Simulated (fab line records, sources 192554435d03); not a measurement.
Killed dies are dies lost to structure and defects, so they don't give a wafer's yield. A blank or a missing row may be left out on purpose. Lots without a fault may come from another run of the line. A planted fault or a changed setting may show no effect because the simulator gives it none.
Split-lot experiment | flow n5_finfet | 7 lots, 21 wafers read, on a route of 1938 steps

THE SPLIT
At N5_BEOL_M3_COAT_68 (time 60 s, resist thk 12 nm), the setting spin_rpm was moved away from the recipe's 1500 rpm on 4 of the 21 wafers read, by -6.5% to -4.0%. The other wafers ran this setting at the recipe's value.

FROM THE SPLIT TO THE READING: what the file shows between them, 4 steps
- N5_BEOL_M3_COAT_76: time 60 s, resist thk 5 nm
- N5_BEOL_M3_COAT_22: resist thk 30 nm
- N5_BEOL_M3_DESCUM_33: chemistry O2, time 7 s
- N5_BEOL_M3_ETCH_77: etches underlayer in N2/H2, target depth 6.5 nm, time 5.2 s

THE READING
etch.depth_nm (the simulator's own value, which no gauge read), in nm, at N5_BEOL_M3_ETCH_69 (etches SiARC in CF4, target depth 15.6 nm, time 26 s). The file gives no usual value for it. The 17 wafers here that ran the recipe average 12.00 nm, standard deviation 0.036 nm.

wafer  | tool, chamber at the split | spin_rpm as run, rpm | against the recipe | etch.depth_nm, nm | against lot-mates on the recipe
L083.1 | litho_track-03, 0          | 1500                 | recipe             | 12                | -
L083.2 | litho_track-03, 0          | 1500                 | recipe             | 12.01             | -
L083.5 | litho_track-03, 0          | 1500                 | recipe             | 12.01             | -
L082.2 | litho_track-03, 0          | 1403                 | -6.5%              | 12.38             | +0.39
L082.3 | litho_track-03, 0          | 1500                 | recipe             | 11.99             | -
L082.4 | litho_track-03, 0          | 1403                 | -6.5%              | 12.4              | +0.41
L085.1 | litho_track-01, 0          | 1500                 | recipe             | 12.03             | -
L085.2 | litho_track-01, 0          | 1500                 | recipe             | 12.06             | -
L085.4 | litho_track-01, 0          | 1500                 | recipe             | 12.03             | -
L089.3 | litho_track-03, 0          | 1500                 | recipe             | 11.93             | -
L089.4 | litho_track-03, 0          | 1429                 | -4.7%              | 12.24             | +0.31
L089.5 | litho_track-03, 0          | 1500                 | recipe             | 11.93             | -
L092.3 | litho_track-03, 0          | 1500                 | recipe             | 12.03             | -
L092.4 | litho_track-03, 0          | 1500                 | recipe             | 11.99             | -
L092.6 | litho_track-03, 0          | 1500                 | recipe             | 12                | -
L093.1 | litho_track-03, 0          | 1500                 | recipe             | 12.05             | -
L093.2 | litho_track-03, 0          | 1500                 | recipe             | 12.03             | -
L093.4 | litho_track-03, 0          | 1500                 | recipe             | 12.02             | -
L094.3 | litho_track-01, 0          | 1440                 | -4.0%              | 12.25             | +0.27
L094.4 | litho_track-01, 0          | 1500                 | recipe             | 11.96             | -
L094.5 | litho_track-01, 0          | 1500                 | recipe             | 11.99             | -

THE FIT
A straight line over all 21 wafers: etch.depth_nm changes by -0.0583 nm for each +1% of spin_rpm; r = -0.97; the points scatter about the line by 0.035 nm.
The same after taking each lot's own level away (the mean of its wafers on the recipe; 21 wafers): -0.0633 nm for each +1%; r = -1.00; scatter 0.013 nm.
On that fit, the largest move of spin_rpm shifts the reading by 0.41 nm.
The lots' own levels span 11.930 to 12.040 nm, that is 3.1 times the standard deviation above.
So the lot-to-lot level changes the slope little: the two slopes agree.
Check: with one of the wafers moved furthest among these (-6.5%) left out of the fit, the line predicts +0.421 nm for it against its lot-mates. It came out at +0.39 nm against them.

OTHER SPLITS ON THESE WAFERS
These wafers also went through other splits before the reading. Each is held against what the fit with the lots' levels taken away leaves over:
other split on the same wafers | wafers away from the commonest value | r with etch.depth_nm (lot level and that fit taken away)
N5_BEOL_M1_COAT_73 temp_c      | 5                                    | -0.05
N5_BEOL_M2_ILD_DEP_00 time_s   | 9                                    | +0.19
N5_BEOL_M2_DESCUM_33 time_s    | 3                                    | -0.10
N5_BEOL_M3_COAT_67 spin_rpm    | 10                                   | +0.12

THE WHOLE CHAIN: every reading that the file lists as answering this split, in the file's order
step               | what it does                                         | reading                                                                          | change (the file's fit)                | r (the file's)
N5_BEOL_M3_COAT_68 | time 60 s, resist thk 12 nm                          | SiARC_of_BEOL_M3_COAT_68.thk_nm (the simulator's own value, which no gauge read) | -0.054 nm for each +1% of the setting  | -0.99
N5_BEOL_M3_ETCH_69 | etches SiARC in CF4, target depth 15.6 nm, time 26 s | etch_rf_on_time_s                                                                | withheld for each +1% of the setting   | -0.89
N5_BEOL_M3_ETCH_69 | etches SiARC in CF4, target depth 15.6 nm, time 26 s | etch.depth_nm (the simulator's own value, which no gauge read)                   | -0.0639 nm for each +1% of the setting | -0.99

THE FILE'S OWN FIT
etch.depth_nm changes by -0.0639 nm for each +1% of spin_rpm, r = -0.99.
